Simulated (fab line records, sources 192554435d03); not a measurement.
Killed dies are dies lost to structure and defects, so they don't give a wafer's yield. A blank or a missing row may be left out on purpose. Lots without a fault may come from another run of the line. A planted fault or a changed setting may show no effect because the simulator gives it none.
Problem report in the 8D (eight disciplines) form, filled by code | flow n5_finfet | the parts of the form that need people (team, actions taken, sign-off) are left out

1. THE PROBLEM
rf_fwd_power_W at N5_BEOL_M8_ETCH_66 reads a mean of 632.1 W on 6 wafers of 2 lots; wafers without a fault read 835.8 W with a standard deviation of 2.9. That is -70 standard deviations from the usual mean.
The step: etches SOC in N2/H2, target depth 80 nm, overetch 16 nm, time 120 s.
First seen on wafer L430.2, day 12 23:10, on rie_diel-04. The record holds 18 wafers of 6 lots with a number at this step. Rule for "out", or "out of limits": more than 4 standard deviations from the usual mean. The other wafers with a number count as sound.

2. WHAT IT IS AND WHAT IT IS NOT
question                    | is                       | is not
which readings at this step | rf_fwd_power_W, rf_vpp_V | drypump_motor_current_A, h2_flow_sccm, oes_product_au, showerhead_plenum_p_Torr, throttle_valve_pct
which lots                  | L430, L433               | L423, L425, L435, L437
which wafers of those lots  | all that have a number   | -
read on which tools         | rie_diel-04              | rie_diel-02, rie_diel-06
when                        | from day 12 23:10        | up to then (6 sound wafers); but 6 sound wafers of L435, L437 came after

3. SUSPECTS, AND WHAT RULES EACH OUT
Counting: a tool at a process step up to the reading stays a suspect if it ran every lot that is out and no sound lot after the first of them.
- rie_diel-04 at N5_BEOL_M8_DESCUM_33 (chemistry O2, time 7 s): kept. It ran every lot that is out, first L430 (day 12 23:05), and no sound lot after that; its last sound lot up to then is L423 (day 11 04:00).
- rie_diel-04 at N5_BEOL_M8_ETCH_72 (etches underlayer in N2/H2, target depth 6.5 nm, time 5.2 s): kept. It ran every lot that is out, first L430 (day 12 23:07), and no sound lot after that; its last sound lot up to then is L423 (day 11 04:02).
- rie_diel-04 at N5_BEOL_M8_ETCH_65 (etches SiARC in CF4, target depth 15.6 nm, time 26 s): kept. It ran every lot that is out, first L430 (day 12 23:08), and no sound lot after that; its last sound lot up to then is L423 (day 11 04:03).
- rie_diel-04 at N5_BEOL_M8_ETCH_66 (etches SOC in N2/H2, target depth 80 nm, overetch 16 nm, time 120 s): kept. It ran every lot that is out, first L430 (day 12 23:10), and no sound lot after that; its last sound lot up to then is L423 (day 11 04:05). Its own readings are out on those wafers: rf_fwd_power_W, rf_vpp_V.
Left after counting: rie_diel-04 at N5_BEOL_M8_DESCUM_33, rie_diel-04 at N5_BEOL_M8_ETCH_72, rie_diel-04 at N5_BEOL_M8_ETCH_65, rie_diel-04 at N5_BEOL_M8_ETCH_66.

4. THE CAUSE (what the simulator had put in)
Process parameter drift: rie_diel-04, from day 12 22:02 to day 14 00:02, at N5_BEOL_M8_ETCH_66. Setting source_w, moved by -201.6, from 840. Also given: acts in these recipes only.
Counting left 4 suspects, and this tool is among them.

5. THE CHAIN OF EFFECTS, in route order
Each row: a reading whose mean over the struck wafers that have a number lies more than 3 standard deviations from the usual. Only readings for which the record gives a usual standard deviation are gone through. hours: the time from each lot's start at the first step in this table that gives one to its start at this step, as a median over the lots. sigmas: the change in usual standard deviations.
hours | step               | reading        | usual   | on struck wafers | change | sigmas
0     | N5_BEOL_M8_ETCH_66 | rf_fwd_power_W | 835.8 W | 632.1            | -203.7 | -70
0     | N5_BEOL_M8_ETCH_66 | rf_vpp_V       | 523.7 V | 571.1            | +47.4  | +20
The process steps in it:
- N5_BEOL_M8_ETCH_66: etches SOC in N2/H2, target depth 80 nm, overetch 16 nm, time 120 s.

6. WHAT WOULD HAVE CAUGHT IT SOONER
In this record the first reading out of limits was taken at day 12 23:10, 1 hour after the fault began at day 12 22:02.
